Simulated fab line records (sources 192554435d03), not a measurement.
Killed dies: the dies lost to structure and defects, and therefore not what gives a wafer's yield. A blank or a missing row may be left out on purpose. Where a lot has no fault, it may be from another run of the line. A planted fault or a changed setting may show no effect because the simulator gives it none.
Chamber matching    flow n5Finfet    4 sister chambers for N5_HKMG_FIN_ETCH_58 on rieDiel-03
The step etches SOC in N2/H2, target depth 215.8 nm, time 741 s. 4 wafers are shown with their chamber, then 12 later ones without.

== EACH WAFER AND ITS CHAMBER ==
wafer   chamber  showerheadPlenumPTorr (Torr)
L079.4  1        2.61
L088.2  0        2.45
L088.3  3        2.49
L088.5  2        2.45

== WAFERS WITH NO CHAMBER GIVEN ==
wafer   showerheadPlenumPTorr (Torr)
L091.1  2.48
L091.2  2.44
L091.6  2.48
L092.1  2.45
L092.2  2.44
L092.4  2.61
L093.2  2.45
L093.5  2.44
L093.6  2.60
L097.1  2.48
L097.2  2.60
L097.5  2.44

== WHICH CHAMBER EACH ONE RAN IN ==
wafer   from the rows above      in truth
L091.1  3                        3
L091.2  can't be placed: 0 or 2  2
L091.6  3                        3
L092.1  can't be placed: 0 or 2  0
L092.2  can't be placed: 0 or 2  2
L092.4  1                        1
L093.2  can't be placed: 0 or 2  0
L093.5  can't be placed: 0 or 2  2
L093.6  1                        1
L097.1  3                        3
L097.2  1                        1
L097.5  can't be placed: 0 or 2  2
6 of 12 placed correctly. Can't be placed from these rows: 6 (the true chamber is among the candidates in 6). Number placed wrongly: 0.
How it was worked out, from the rows above alone: a wafer's distance from a chamber is the root of the sum, over the readings, of the square of ((its reading less the chamber's mean) divided by the reading's scatter). The wafer belongs to the nearest chamber; if the next one is less than 2 further off, it can't be placed. The mean given for a chamber averages the wafers shown for that chamber. The scatter: with one shown wafer a chamber, the root of the mean of the squares of how far each hidden wafer lies from its nearest shown one.
